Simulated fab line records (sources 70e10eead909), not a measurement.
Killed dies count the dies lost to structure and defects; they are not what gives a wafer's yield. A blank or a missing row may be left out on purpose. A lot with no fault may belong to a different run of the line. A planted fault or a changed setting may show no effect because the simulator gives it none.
fab line records ; flow nand_harc
record: lots: 5; wafers: 13; last_day: 31
route steps=1302 shown THIN_TSV@1250
lots that met no fault: from a run of the same line without faults
start_h: start of the lot's first displayed wafer, in hours after the record's first day ; wait_h: how many hours have passed since the lot's step before this one ; " unchanged from the row above ; L1.1+2: a row that stands for several wafers ; - no value, or no start was given ; * or withheld: withheld ; < > ~ a bound
route shown NAME@n: names a module that has steps shown in the file, with the first one's number in the route ; usual: mean and standard deviation over wafers with no fault ; same: alike in all rows ; chamber/n: place in a boat ; sites: the reading at each site ; _std_site: standard deviation of those values ; _edge_site: the outer-site mean with the inner-site mean subtracted ; radius_mm: for every site, how far away it sits from the centre of the wafer ; mask NAME#n: copy n ; behind: tool/chamber where the wafer was last shaped ; hold: why the lot was held/for how many hours/how that ended ; device: whichever transistor did not switch (one of n, p or np) ; end of line: the same wafers' tests at the end of the route ; a step given without rows: its recipe and nothing more ; killed: dies lost to structure and defects at the first sort, not the wafer's yield ; map: dies across one wafer; x = killed, . = not, _ = none there
set.NAME: the setting the step ran with; set.NAME@STEP: the setting that earlier step ran with ; model.NAME: the simulator's own value behind a step, which no gauge read
lots at selected steps of the route; one table per step, one row per wafer
services: when a tool's chamber went out of use (start_h, in hours from the record's first day, below 0 if earlier), for how many hours, and the reason
== steps ==
step: NHARC_THIN_TSV_DEP_43
recipe: target_thk_a: 13285; temp_c: withheld; pressure_torr: 6.5; rf_w: 900; teos_flow_sccm: 161.4; flow_sccm: 2650; target_thk_nm: 1328.5; gas: O2; material: SiO2
usual: throttle_valve_pct: 15.8/0.43
lot.wafer;tool;chamber;start_h;wait_h;throttle_valve_pct
L845.1;pecvd-04;2;556.30;-;16.1
L845.2;pecvd-04;0;556.30;-;16.1
L845.6;pecvd-04;1;556.30;-;16.5
L855.4;pecvd-01;1;690.60;-;15.8
L859.1;pecvd-04;0;701.49;-;16.2
L859.4;pecvd-04;2;701.49;-;15.6
L859.5;pecvd-04;0;701.49;-;16.2
L863.3;pecvd-04;1;729.60;-;16.0
L863.5;pecvd-04;1;729.60;-;15.9
L863.6;pecvd-04;0;729.60;-;16.4
L862.2;pecvd-04;0;730.72;-;16.3
L862.1;pecvd-04;2;730.72;-;15.7
L862.4;pecvd-04;2;730.72;-;15.8
step: NHARC_THIN_TSV_DEHYDRATE_04
recipe: temp_c: 150; time_s: 120
step: NHARC_THIN_TSV_HMDS_05
recipe: time_s: 30
step: NHARC_THIN_TSV_COAT_06
recipe: spin_rpm: *
step: NHARC_THIN_TSV_SOFTBAKE_07
recipe: temp_c: 122; time_s: 95
step: NHARC_THIN_TSV_EBR_08
step: NHARC_THIN_TSV_EXPOSE_09
recipe: na: 0.55; dose_mj: 30.7; mask_id: TSV
step: NHARC_THIN_TSV_PEB_10
recipe: peb_temp_c: 118; peb_time_s: 85
step: NHARC_THIN_TSV_DEVELOP_11
recipe: time_s: 70
step: NHARC_THIN_TSV_CD_MEAS_12
recipe: target_cd_nm: 1000; landing_energy_ev: 500
usual: cd_nm: 1000.7/1.7
same: landing_energy_ev: 500
lot.wafer;tool;chamber;start_h;wait_h;cd_nm
L845.1;cd_sem-01;0;557.13;-;997.3
L845.2;cd_sem-01;0;557.13;-;1002.3
L845.6;cd_sem-01;0;557.13;-;1001.3
L855.4;cd_sem-02;0;691.31;-;997.9
L859.1;cd_sem-02;0;702.28;-;1000.6
L859.4;cd_sem-02;0;702.28;-;997.6
L859.5;cd_sem-02;0;702.28;-;999.9
L863.3;cd_sem-03;0;730.43;-;997.3
L863.5;cd_sem-03;0;730.43;-;999.9
L863.6;cd_sem-03;0;730.43;-;1002.0
L862.1;cd_sem-03;0;731.55;-;1006.1
L862.2;cd_sem-03;0;731.55;-;1003.3
L862.4;cd_sem-03;0;731.55;-;1002.6
step: NHARC_THIN_TSV_HARDBAKE_13
recipe: temp_c: 125; time_s: 80
step: NHARC_THIN_TSV_DESCUM_14
recipe: time_s: 3; o2_flow_sccm: 200; ar_flow_sccm: 0; bias_power_w: 0; chemistry: O2
usual: drypump_motor_current_A: 5.8/0.48; oes_product_au: 0.999/0.011; rf_vpp_V: 58.0/0.89; showerhead_plenum_p_Torr: 1.94/0.096; throttle_valve_pct: 11.311/0.0099
lot.wafer;tool;chamber;start_h;wait_h;drypump_motor_current_A;oes_product_au;rf_hours_counter_h;rf_vpp_V;showerhead_plenum_p_Torr;throttle_valve_pct
L845.1;rie_diel-05;0;557.29;-;5.6;0.995;6.0;57.1;1.88;11.305
L845.2;rie_diel-05;3;557.29;-;6.0;0.995;5.7;54.9;1.92;11.311
L845.6;rie_diel-05;1;557.29;-;6.0;0.982;-;57.9;1.81;11.307
L855.4;rie_diel-05;3;691.47;-;6.0;0.996;3.5;57.8;1.92;11.306
L859.4;rie_diel-01;3;702.45;-;5.6;0.999;7.4;58.2;2.03;11.308
L859.1;rie_diel-01;1;702.45;-;6.7;0.985;6.3;56.5;1.79;11.302
L859.5;rie_diel-01;2;702.45;-;5.9;1.001;-;57.0;1.77;11.320
L863.3;rie_diel-09;3;730.61;-;6.2;0.983;2.7;59.2;2.00;11.330
L863.5;rie_diel-09;1;730.61;-;5.2;0.994;-;57.7;1.99;11.320
L863.6;rie_diel-09;2;730.61;-;5.2;1.017;-;58.2;2.05;11.296
L862.1;rie_diel-05;1;731.71;-;6.0;0.984;7.1;57.6;1.81;11.320
L862.2;rie_diel-05;2;731.71;-;5.1;0.979;6.3;57.8;2.01;11.319
L862.4;rie_diel-05;3;731.71;-;6.0;1.003;-;58.2;1.92;11.300
step: NHARC_THIN_TSV_ETCH_44
recipe: target_depth_a: 15942; time_s: 797.1; cf4_flow_sccm: 150; o2_flow_sccm: 10; ar_flow_sccm: 0; rf_w: 300; bias_w: 800; chemistry: CF4/O2
usual: drypump_motor_current_A: 5.8/0.48; oes_product_au: 1.001/0.011; rf_fwd_power_W: 299.8/0.94; rf_vpp_V: 795/5.5; showerhead_plenum_p_Torr: 1.85/0.086; throttle_valve_pct: 16.916/0.0098
lot.wafer;tool;chamber;start_h;wait_h;drypump_motor_current_A;oes_product_au;rf_fwd_power_W;rf_hours_counter_h;rf_vpp_V;showerhead_plenum_p_Torr;throttle_valve_pct
L845.2;rie_diel-05;0;557.37;0.1;5.6;1.008;300.4;6.1;792;1.80;16.919
L845.1;rie_diel-05;1;557.37;0.1;6.0;0.985;300.0;5.9;788;1.74;16.914
L845.6;rie_diel-05;0;557.37;0.1;5.6;1.005;299.3;-;791;1.80;16.896
L855.4;rie_diel-05;0;691.73;0.2;5.6;0.761;180.1;3.8;793;1.80;16.913
L859.4;rie_diel-01;1;702.52;0.1;6.7;0.992;301.5;6.5;788;1.72;16.931
L859.1;rie_diel-01;3;702.52;0.1;5.7;1.007;298.2;7.5;802;1.94;16.918
L859.5;rie_diel-01;1;702.52;0.1;6.7;1.000;298.9;-;786;1.72;16.916
L863.3;rie_diel-09;1;730.79;0.2;5.2;0.998;300.5;2.1;799;1.90;16.914
L863.5;rie_diel-09;3;730.79;0.2;6.3;0.989;299.8;-;800;1.91;16.901
L863.6;rie_diel-09;0;730.79;0.2;6.5;0.982;299.9;-;800;1.94;16.921
L862.1;rie_diel-05;2;731.82;0.1;5.1;0.991;300.7;6.4;798;1.92;16.927
L862.2;rie_diel-05;1;731.82;0.1;6.0;0.994;300.1;7.2;789;1.74;16.926
L862.4;rie_diel-05;1;731.82;0.1;6.0;0.995;299.6;-;789;1.74;16.908
step: NHARC_THIN_TSV_ETCH_15
recipe: target_depth_a: 30000; bosch_target_overetch_cycles: 2; bosch_etch_step_s: 2.8; bosch_dep_step_s: 1.2; bosch_cycles: 14
usual: drypump_motor_current_A: 5.7/0.42; he_backside_leak_sccm: 2.73/0.2
lot.wafer;tool;chamber;start_h;wait_h;drypump_motor_current_A;he_backside_leak_sccm;rf_hours_counter_h
L845.1;rie_si-02;3;557.94;-;5.0;2.80;0.57
L845.2;rie_si-02;2;557.94;-;5.7;2.70;0.66
L845.6;rie_si-02;3;557.94;-;5.0;2.77;-
L855.4;rie_si-02;2;692.14;-;5.7;2.78;0.17
L859.1;rie_si-02;1;703.11;-;5.2;2.94;0.44
L859.4;rie_si-02;2;703.11;-;5.7;2.68;0.55
L859.5;rie_si-02;1;703.11;-;5.2;2.80;-
L863.3;rie_si-04;0;731.25;-;6.2;2.53;0.15
L863.6;rie_si-04;0;731.25;-;6.2;2.50;-
L863.5;rie_si-04;3;731.25;-;6.3;2.55;-
L862.2;rie_si-02;2;732.51;-;5.7;2.52;0.66
L862.1;rie_si-02;3;732.51;-;5.0;2.68;0.64
L862.4;rie_si-02;1;732.51;-;5.3;2.80;0.60
== services ==
tool;chamber;start_h;hours;kind
rie_diel-09;-;532.42;2.3;repair
rie_diel-05;-;540.57;0.5;repair
rie_diel-01;3;546.56;7.7;repair
rie_diel-01;-;557.80;9.0;pm
rie_diel-05;-;559.26;0.2;repair
rie_diel-01;1;583.54;3.8;repair
rie_diel-05;-;583.60;9.0;pm
rie_diel-01;3;585.25;16.4;repair
rie_diel-05;1;604.13;9.0;repair
rie_diel-09;0;607.70;6.0;repair
rie_diel-09;1;613.34;5.3;repair
rie_si-02;-;631.00;9.0;pm
pecvd-04;-;631.04;13.0;pm
rie_si-04;1;635.46;2.9;repair
rie_si-02;-;640.23;0.5;repair
rie_si-04;2;647.86;1.1;repair
rie_diel-05;2;666.30;16.3;repair
rie_diel-09;-;674.10;9.0;pm
rie_si-04;2;676.18;8.8;repair
rie_si-04;-;696.00;9.0;pm
rie_diel-01;0;703.72;7.6;repair
rie_diel-09;1;711.09;9.2;repair
pecvd-04;-;712.32;1.8;repair
rie_diel-05;0;725.08;18.4;repair
== key ==
first_sign: step: NHARC_THIN_TSV_ETCH_44; reading: rf_fwd_power_W; direction: down; sigmas: 99+; usual: *; struck: *
effect: step: NHARC_THIN_TSV_ETCH_44; reading: oes_product_au; direction: down; sigmas: 21; usual: 1.001; struck: 0.761
met_at NHARC_THIN_TSV_ETCH_44
struck_wafers L855.4
later_rows_left_out L855.4
sort_left_out L855.4
tester_left_out L855
onset_between 557.37 691.73
earlier_fault: kind: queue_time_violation; tool: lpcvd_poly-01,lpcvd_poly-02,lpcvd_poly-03; chamber: 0; onset_h: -; steps: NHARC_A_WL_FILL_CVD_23; delay_hr: 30; scope: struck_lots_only
fault: kind: process_parameter_drift; tool: rie_diel-05; chamber: 0; onset_h: 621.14; steps: NHARC_THIN_TSV_ETCH_44; channel: rf_w; offset: *; shape: step; acts_in: *; stated: *
tester_left_out: of these lots the tester's yield and bins aren't shown, on N5 and GAA mostly nor the transistor test; their killed dies are dies lost to structure and defects alone, not to doping, threshold or leakage, so they don't give the yield
sort_left_out: the simulated sort isn't trusted on such a fault, so these wafers' sort isn't shown, and their yield isn't known
later_rows_left_out: the simulator's readings of these wafers behind a module that went badly wrong aren't trusted and aren't shown, but for the sort
